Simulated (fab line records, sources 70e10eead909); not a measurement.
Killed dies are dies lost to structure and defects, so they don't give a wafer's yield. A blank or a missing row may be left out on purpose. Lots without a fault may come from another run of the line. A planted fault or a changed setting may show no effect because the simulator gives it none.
Chamber matching | flow nand_harc | NHARC_A_STAIRCASE_ALD_415 on ald_hk-03: 4 sister chambers
The step deposits SiO2, target thk 30 nm, pulse time 6 s, ald cycles 300. 18 wafers are shown with their chamber, then 9 later ones without.

WAFERS WITH THEIR CHAMBER
wafer  | chamber | heater_power_w (W) | precursor_pulse_height_rel
L074.3 | 3       | 467                | 1.026
L074.5 | 0       | 318                | 0.993
L074.6 | 3       | 451                | 0.997
L077.2 | 1       | 451                | 0.998
L077.3 | 2       | 497                | 0.971
L077.5 | 3       | 452                | 0.988
L078.1 | 2       | 510                | 1.031
L078.4 | 1       | 458                | 1.007
L078.5 | 2       | 493                | 0.989
L078.2 | 3       | 462                | 1.034
L078.3 | 0       | 325                | 1.004
L078.6 | 1       | 442                | 0.977
L080.2 | 0       | 323                | 0.990
L080.4 | 1       | 450                | 0.971
L080.5 | 1       | 433                | 0.987
L080.1 | 2       | 506                | 1.012
L080.3 | 3       | 475                | 1.020
L080.6 | 0       | 325                | 0.977

SIGNATURES (means of the wafers above)
reading                    | chamber 0 | chamber 1 | chamber 2 | chamber 3 | scatter within a chamber
heater_power_w             | 322.75    | 446.80    | 501.50    | 461.40    | 8.44
precursor_pulse_height_rel | 0.99100   | 0.98800   | 1.00075   | 1.01300   | 0.0186
Rule: a wafer's distance from a chamber is the root of the sum, over the readings, of the square of ((its reading less the chamber's mean) divided by the reading's scatter). The wafer belongs to the nearest chamber; if the next one is less than 2 further off, it can't be placed. The scatter: the root of (the sum of the squares of (reading less its chamber's mean) over the shown wafers, divided by (wafers less chambers)).

WAFERS WITHOUT THEIR CHAMBER
wafer  | heater_power_w (W) | precursor_pulse_height_rel
L083.3 | 505                | 0.995
L083.4 | 321                | 1.024
L083.6 | 322                | 1.024
L083.1 | 449                | 1.009
L083.2 | 457                | 1.028
L083.5 | 449                | 1.009
L090.1 | 324                | 0.992
L090.4 | 475                | 1.001
L090.6 | 312                | 1.009

WHICH CHAMBER EACH WENT THROUGH
wafer  | from the rows above          | in truth
L083.3 | 2                            | 2
L083.4 | 0                            | 0
L083.6 | 0                            | 0
L083.1 | can't be placed: 1 or 3      | 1
L083.2 | can't be placed: 3 or 1      | 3
L083.5 | can't be placed: 1 or 3      | 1
L090.1 | 0                            | 0
L090.4 | can't be placed: 3 or 2 or 1 | 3
L090.6 | 0                            | 0
Placed correctly: 5 of 9. Can't be placed from these rows: 4 (the true chamber is among the candidates in 4). Placed wrongly: 0.
